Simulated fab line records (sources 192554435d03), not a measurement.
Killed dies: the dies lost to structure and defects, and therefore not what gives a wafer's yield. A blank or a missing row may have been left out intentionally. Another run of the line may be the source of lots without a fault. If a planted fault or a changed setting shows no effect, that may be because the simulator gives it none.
Which tool is to blame? / flow n5Finfet / 10 lots with 27 wafers sampled at 6 steps, on a route of 1938 steps

## WHAT THE GAUGES SHOWED, per wafer
N5_BEOL_M0_SAQP_CD_MEAS_40: the cd target is 30 nm.
lot=L913; measured=day 6 14:41; on=cdSem-02; cdNm (nm)=30.40 29.81 29.61
lot=L914; measured=day 6 17:25; on=cdSem-03; cdNm (nm)=30.12 29.77 29.72
lot=L916; measured=day 7 03:53; on=cdSem-01; cdNm (nm)=29.72 29.44 29.53
lot=L917; measured=day 7 10:02; on=cdSem-02; cdNm (nm)=30.05 30.07
lot=L919; measured=day 7 18:17; on=cdSem-02; cdNm (nm)=30.41 29.43 29.59
lot=L920; measured=day 8 00:56; on=cdSem-02; cdNm (nm)=29.78 29.71 29.64
lot=L921; measured=day 8 10:26; on=cdSem-02; cdNm (nm)=29.86 29.80
lot=L928; measured=day 10 06:10; on=cdSem-03; cdNm (nm)=30.10 30.36 29.90
lot=L930; measured=day 10 14:49; on=cdSem-02; cdNm (nm)=29.79 29.97 29.45
lot=L932; measured=day 11 03:19; on=cdSem-02; cdNm (nm)=30.02 30.01

N5_BEOL_M0_SAQP_OVL_MEAS_41.
lot=L913; measured=day 6 14:43; on=overlay-02; M0_CUT1_OVL (nm)=0.1 0.4 0.5
lot=L914; measured=day 6 17:28; on=overlay-01; M0_CUT1_OVL (nm)=-0.9 -0.7 -0.4
lot=L916; measured=day 7 03:55; on=overlay-01; M0_CUT1_OVL (nm)=-0.9 -0.7 -0.8
lot=L917; measured=day 7 10:04; on=overlay-02; M0_CUT1_OVL (nm)=0.4 -1.8
lot=L919; measured=day 7 18:20; on=overlay-01; M0_CUT1_OVL (nm)=0.4 0.5 -0.6
lot=L920; measured=day 8 00:58; on=overlay-01; M0_CUT1_OVL (nm)=0.0 -0.2 0.3
lot=L921; measured=day 8 10:29; on=overlay-01; M0_CUT1_OVL (nm)=-0.7 0.3
lot=L928; measured=day 10 06:12; on=overlay-01; M0_CUT1_OVL (nm)=7.7 7.2 7.5
lot=L930; measured=day 10 14:51; on=overlay-02; M0_CUT1_OVL (nm)=7.6 8.4 8.3
lot=L932; measured=day 11 03:21; on=overlay-02; M0_CUT1_OVL (nm)=0.7 1.0

N5_BEOL_M4_RC_MEAS_101.
lot=L913; measured=day 9 01:31; on=prober-01; DIBL_N (mV/V)=37.0 38.2 39.1; DIBL_P (mV/V)=35.5 37.4 37.2; IOFF_N (nA/um)=0.146 0.175 0.185; IOFF_P (nA/um)=0.23 0.26 0.27; ION_N (uA/um)=678 678 683; ION_P (uA/um)=464 474 467; SS_N (mV/dec)=71.7 71.3 72.3; SS_P (mV/dec)=72.9 73.4 73.3; VT_N (mV)=249 247 247; VT_P (mV)=-247 -245 -243
lot=L914; measured=day 9 08:10; on=prober-01; DIBL_N (mV/V)=33.3 34.5 34.5; DIBL_P (mV/V)=33.7 34.8 33.9; IOFF_N (nA/um)=0.114 0.136 0.139; IOFF_P (nA/um)=0.15 0.17 0.16; ION_N (uA/um)=660 679 669; ION_P (uA/um)=456 470 457; SS_N (mV/dec)=70.6 70.5 71.2; SS_P (mV/dec)=72.6 72.8 73.1; VT_N (mV)=256 255 252; VT_P (mV)=-255 -252 -254
lot=L916; measured=day 9 12:29; on=prober-01; DIBL_N (mV/V)=37.1 37.2 36.6; DIBL_P (mV/V)=36.7 35.5 35.7; IOFF_N (nA/um)=0.159 0.166 0.150; IOFF_P (nA/um)=0.21 0.20 0.19; ION_N (uA/um)=679 671 683; ION_P (uA/um)=467 459 461; SS_N (mV/dec)=72.0 72.2 71.2; SS_P (mV/dec)=73.0 72.8 72.2; VT_N (mV)=250 247 249; VT_P (mV)=-252 -250 -250
lot=L917; measured=day 9 17:41; on=prober-01; DIBL_N (mV/V)=37.7 35.0; DIBL_P (mV/V)=40.4 36.8; IOFF_N (nA/um)=0.219 0.160; IOFF_P (nA/um)=0.27 0.20; ION_N (uA/um)=702 675; ION_P (uA/um)=478 459; SS_N (mV/dec)=71.6 71.2; SS_P (mV/dec)=74.7 72.7; VT_N (mV)=243 250; VT_P (mV)=-248 -252
lot=L919; measured=day 10 15:08; on=prober-01; DIBL_N (mV/V)=37.8 38.0 37.6; DIBL_P (mV/V)=38.9 39.1 38.2; IOFF_N (nA/um)=0.187 0.190 0.177; IOFF_P (nA/um)=0.29 0.29 0.27; ION_N (uA/um)=684 688 673; ION_P (uA/um)=478 479 469; SS_N (mV/dec)=71.4 72.1 71.1; SS_P (mV/dec)=73.6 73.4 73.6; VT_N (mV)=246 248 248; VT_P (mV)=-243 -243 -244
lot=L920; measured=day 10 22:34; on=prober-01; DIBL_N (mV/V)=35.6 36.8 35.2; DIBL_P (mV/V)=36.5 39.4 38.0; IOFF_N (nA/um)=0.143 0.181 0.152; IOFF_P (nA/um)=0.18 0.22 0.20; ION_N (uA/um)=679 694 671; ION_P (uA/um)=462 470 458; SS_N (mV/dec)=71.3 72.5 72.0; SS_P (mV/dec)=73.0 73.3 72.7; VT_N (mV)=252 249 250; VT_P (mV)=-257 -252 -255
lot=L921; measured=day 10 19:26; on=prober-01; DIBL_N (mV/V)=38.4 36.8; DIBL_P (mV/V)=39.4 37.8; IOFF_N (nA/um)=0.207 0.172; IOFF_P (nA/um)=0.26 0.22; ION_N (uA/um)=691 670; ION_P (uA/um)=466 456; SS_N (mV/dec)=71.6 71.4; SS_P (mV/dec)=74.6 74.6; VT_N (mV)=246 249; VT_P (mV)=-249 -252
lot=L928; measured=day 12 16:37; on=prober-01; DIBL_N (mV/V)=37.2 36.1 34.9; DIBL_P (mV/V)=37.2 36.7 35.5; IOFF_N (nA/um)=0.156 0.142 0.133; IOFF_P (nA/um)=0.20 0.19 0.18; ION_N (uA/um)=675 666 673; ION_P (uA/um)=459 457 463; SS_N (mV/dec)=71.4 71.4 71.2; SS_P (mV/dec)=73.1 73.5 72.8; VT_N (mV)=252 254 252; VT_P (mV)=-251 -251 -251
lot=L930; measured=day 13 12:14; on=prober-01; DIBL_N (mV/V)=33.4 37.0 32.2; DIBL_P (mV/V)=31.5 35.3 30.3; IOFF_N (nA/um)=0.118 0.179 0.107; IOFF_P (nA/um)=0.16 0.21 0.15; ION_N (uA/um)=669 684 668; ION_P (uA/um)=455 465 461; SS_N (mV/dec)=71.0 71.2 69.9; SS_P (mV/dec)=72.4 73.6 72.7; VT_N (mV)=252 247 255; VT_P (mV)=-255 -249 -254
lot=L932; measured=day 13 18:03; on=prober-01; DIBL_N (mV/V)=36.7 35.5; DIBL_P (mV/V)=35.4 34.4; IOFF_N (nA/um)=0.172 0.151; IOFF_P (nA/um)=0.21 0.20; ION_N (uA/um)=682 684; ION_P (uA/um)=463 465; SS_N (mV/dec)=71.5 71.0; SS_P (mV/dec)=73.3 73.7; VT_N (mV)=247 246; VT_P (mV)=-250 -248

## WHAT TOOL EACH LOT RAN ON (gives the tool, then ch and the chambers of the sampled wafers, and finally the start)
lot=L913; N5_BEOL_M0_SAQP_EXPOSE_37=euvScanner-01 ch 0, day 6 14:34; N5_BEOL_M0_SAQP_ETCH_73=rieDiel-01 ch 0,2, day 6 14:55; N5_BEOL_M0_SAQP_CUT_ETCH_46=rieDiel-01 ch 0,2, day 6 14:57
lot=L914; N5_BEOL_M0_SAQP_EXPOSE_37=euvScanner-01 ch 0, day 6 17:17; N5_BEOL_M0_SAQP_ETCH_73=rieDiel-01 ch 0,2, day 6 17:40; N5_BEOL_M0_SAQP_CUT_ETCH_46=rieDiel-01 ch 0,2, day 6 17:42
lot=L916; N5_BEOL_M0_SAQP_EXPOSE_37=euvScanner-02 ch 0, day 7 03:45; N5_BEOL_M0_SAQP_ETCH_73=rieDiel-05 ch 1,2, day 7 04:04; N5_BEOL_M0_SAQP_CUT_ETCH_46=rieDiel-05 ch 1,2, day 7 04:05
lot=L917; N5_BEOL_M0_SAQP_EXPOSE_37=euvScanner-02 ch 0, day 7 09:55; N5_BEOL_M0_SAQP_ETCH_73=rieDiel-01 ch 0,1, day 7 10:12; N5_BEOL_M0_SAQP_CUT_ETCH_46=rieDiel-01 ch 0,1, day 7 10:14
lot=L919; N5_BEOL_M0_SAQP_EXPOSE_37=euvScanner-01 ch 0, day 7 18:11; N5_BEOL_M0_SAQP_ETCH_73=rieDiel-01 ch 0,1, day 7 18:28; N5_BEOL_M0_SAQP_CUT_ETCH_46=rieDiel-01 ch 0,1, day 7 18:30
lot=L920; N5_BEOL_M0_SAQP_EXPOSE_37=euvScanner-01 ch 0, day 8 00:49; N5_BEOL_M0_SAQP_ETCH_73=rieDiel-01 ch 0,2, day 8 01:08; N5_BEOL_M0_SAQP_CUT_ETCH_46=rieDiel-01 ch 0,2, day 8 01:11
lot=L921; N5_BEOL_M0_SAQP_EXPOSE_37=euvScanner-01 ch 0, day 8 10:19; N5_BEOL_M0_SAQP_ETCH_73=rieDiel-05 ch 2,3, day 8 10:37; N5_BEOL_M0_SAQP_CUT_ETCH_46=rieDiel-05 ch 2,3, day 8 10:39
lot=L928; N5_BEOL_M0_SAQP_EXPOSE_37=euvScanner-01 ch 0, day 10 06:02; N5_BEOL_M0_SAQP_ETCH_73=rieDiel-04 ch 0,1,2, day 10 06:25; N5_BEOL_M0_SAQP_CUT_ETCH_46=rieDiel-04 ch 0,1,2, day 10 06:26
lot=L930; N5_BEOL_M0_SAQP_EXPOSE_37=euvScanner-01 ch 0, day 10 14:41; N5_BEOL_M0_SAQP_ETCH_73=rieDiel-05 ch 1,2, day 10 14:59; N5_BEOL_M0_SAQP_CUT_ETCH_46=rieDiel-05 ch 1,2, day 10 15:01
lot=L932; N5_BEOL_M0_SAQP_EXPOSE_37=euvScanner-02 ch 0, day 11 03:11; N5_BEOL_M0_SAQP_ETCH_73=rieDiel-01 ch 0,2, day 11 03:29; N5_BEOL_M0_SAQP_CUT_ETCH_46=rieDiel-01 ch 0,2, day 11 03:31
- N5_BEOL_M0_SAQP_EXPOSE_37: exposes mask M0 CUT1, target cd 30 nm.
- N5_BEOL_M0_SAQP_ETCH_73: etches SiARC in CF4, target depth 19.5 nm, time 32.5 s.
- N5_BEOL_M0_SAQP_CUT_ETCH_46: etches SOC in N2/H2, target depth 135 nm, overetch 27 nm, time 202.5 s.

## AS READ BY THE TOOLS THEMSELVES (means over the sampled wafers that have a number; for cases with no such wafer, the mark the record gives instead)
N5_BEOL_M0_SAQP_ETCH_73.
lot=L913; tool=rieDiel-01; drypumpMotorCurrentA (A)=6.2; etchRfOnTimeS (s)=32.6; oesProductAu (a.u.)=0.77; rfVppV (V)=184.6; showerheadPlenumPTorr (Torr)=2.20; throttleValvePct (%)=15.42
lot=L914; tool=rieDiel-01; drypumpMotorCurrentA (A)=6.3; etchRfOnTimeS (s)=32.9; oesProductAu (a.u.)=0.77; rfVppV (V)=184.0; showerheadPlenumPTorr (Torr)=2.20; throttleValvePct (%)=15.40
lot=L916; tool=rieDiel-05; drypumpMotorCurrentA (A)=5.6; etchRfOnTimeS (s)=33.5; oesProductAu (a.u.)=0.64; rfVppV (V)=183.4; showerheadPlenumPTorr (Torr)=2.08; throttleValvePct (%)=15.67
lot=L917; tool=rieDiel-01; drypumpMotorCurrentA (A)=6.1; etchRfOnTimeS (s)=32.0; oesProductAu (a.u.)=0.74; rfVppV (V)=184.2; showerheadPlenumPTorr (Torr)=2.21; throttleValvePct (%)=15.27
lot=L919; tool=rieDiel-01; drypumpMotorCurrentA (A)=5.9; etchRfOnTimeS (s)=31.7; oesProductAu (a.u.)=0.75; rfVppV (V)=185.3; showerheadPlenumPTorr (Torr)=2.20; throttleValvePct (%)=15.24
lot=L920; tool=rieDiel-01; drypumpMotorCurrentA (A)=5.8; etchRfOnTimeS (s)=32.3; oesProductAu (a.u.)=0.78; rfVppV (V)=184.1; showerheadPlenumPTorr (Torr)=2.15; throttleValvePct (%)=15.42
lot=L921; tool=rieDiel-05; drypumpMotorCurrentA (A)=5.8; etchRfOnTimeS (s)=32.2; oesProductAu (a.u.)=0.66; rfVppV (V)=184.4; showerheadPlenumPTorr (Torr)=2.16; throttleValvePct (%)=15.73
lot=L928; tool=rieDiel-04; drypumpMotorCurrentA (A)=6.2; etchRfOnTimeS (s)=32.6; oesProductAu (a.u.)=0.62; rfVppV (V)=184.8; showerheadPlenumPTorr (Torr)=2.14; throttleValvePct (%)=15.80
lot=L930; tool=rieDiel-05; drypumpMotorCurrentA (A)=5.6; etchRfOnTimeS (s)=33.4; oesProductAu (a.u.)=0.62; rfVppV (V)=183.6; showerheadPlenumPTorr (Torr)=2.07; throttleValvePct (%)=15.72
lot=L932; tool=rieDiel-01; drypumpMotorCurrentA (A)=6.0; etchRfOnTimeS (s)=33.0; oesProductAu (a.u.)=0.73; rfVppV (V)=184.4; showerheadPlenumPTorr (Torr)=2.17; throttleValvePct (%)=15.46

N5_BEOL_M0_SAQP_CUT_ETCH_46.
lot=L913; tool=rieDiel-01; drypumpMotorCurrentA (A)=6.3; rfVppV (V)=526.8; showerheadPlenumPTorr (Torr)=2.64; throttleValvePct (%)=17.72
lot=L914; tool=rieDiel-01; drypumpMotorCurrentA (A)=6.3; rfVppV (V)=526.9; showerheadPlenumPTorr (Torr)=2.64; throttleValvePct (%)=17.73
lot=L916; tool=rieDiel-05; drypumpMotorCurrentA (A)=5.6; rfVppV (V)=521.0; showerheadPlenumPTorr (Torr)=2.47; throttleValvePct (%)=17.96
lot=L917; tool=rieDiel-01; drypumpMotorCurrentA (A)=6.1; rfVppV (V)=526.0; showerheadPlenumPTorr (Torr)=2.65; throttleValvePct (%)=17.62
lot=L919; tool=rieDiel-01; drypumpMotorCurrentA (A)=5.9; rfVppV (V)=526.3; showerheadPlenumPTorr (Torr)=2.63; throttleValvePct (%)=17.54
lot=L920; tool=rieDiel-01; drypumpMotorCurrentA (A)=5.8; rfVppV (V)=523.6; showerheadPlenumPTorr (Torr)=2.56; throttleValvePct (%)=17.71
lot=L921; tool=rieDiel-05; drypumpMotorCurrentA (A)=5.8; rfVppV (V)=523.8; showerheadPlenumPTorr (Torr)=2.54; throttleValvePct (%)=17.94
lot=L928; tool=rieDiel-04; drypumpMotorCurrentA (A)=6.2; rfVppV (V)=523.7; showerheadPlenumPTorr (Torr)=2.54; throttleValvePct (%)=18.09
lot=L930; tool=rieDiel-05; drypumpMotorCurrentA (A)=5.6; rfVppV (V)=521.2; showerheadPlenumPTorr (Torr)=2.46; throttleValvePct (%)=18.01
lot=L932; tool=rieDiel-01; drypumpMotorCurrentA (A)=6.0; rfVppV (V)=525.7; showerheadPlenumPTorr (Torr)=2.59; throttleValvePct (%)=17.76

## THE ANSWER, worked out from the rows above alone
Rule: usual is defined by the lots themselves. Put in order of their means at a reading, lots are off if they are a third of the lots or fewer, leave a main group of 4 or more, and stand apart from it by a gap of 3 or more times the standard deviation of the main group's means; of several such gaps the widest counts. The tables above print the reading to a certain number of digits; a main group whose means all agree to those digits is not used. Also off: a lot with no number at a reading for which 4 or more lots have one. Any other lot the step has rows for is counted as sound. Order of review: gauges by route order, followed by the tools' own readings, for which a lot's mean as printed above is used. The first step at which some lot is off is used, and at that step the reading that is off furthest; a lot without a number counts as furthest.
Off: L928, L930, seen at N5_BEOL_M0_SAQP_OVL_MEAS_41 (M0_CUT1_OVL). The main group has a mean of -0.1 nm with a standard deviation of 0.54.
If a tool, at a process step before that reading, ran all the lots that are off and no sound lot after the first of them, it fits. Those tools and the gauges at N5_BEOL_M0_SAQP_OVL_MEAS_41 are tried in the same way. One fits: N5_BEOL_M0_SAQP_EXPOSE_37 on euvScanner-01. Its last sound lot is L921 (day 8 10:19), its first lot that is off L928 (day 10 06:02): a fault that began between those two fits.

## WHAT THE SIMULATOR HAD PUT IN
Scanner matching overlay: euvScanner-01, from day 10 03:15 on, at N5_BEOL_M0_SAQP_EXPOSE_37. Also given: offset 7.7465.
Shown lots that were struck: L928, L930. This agrees with what the rule above found.
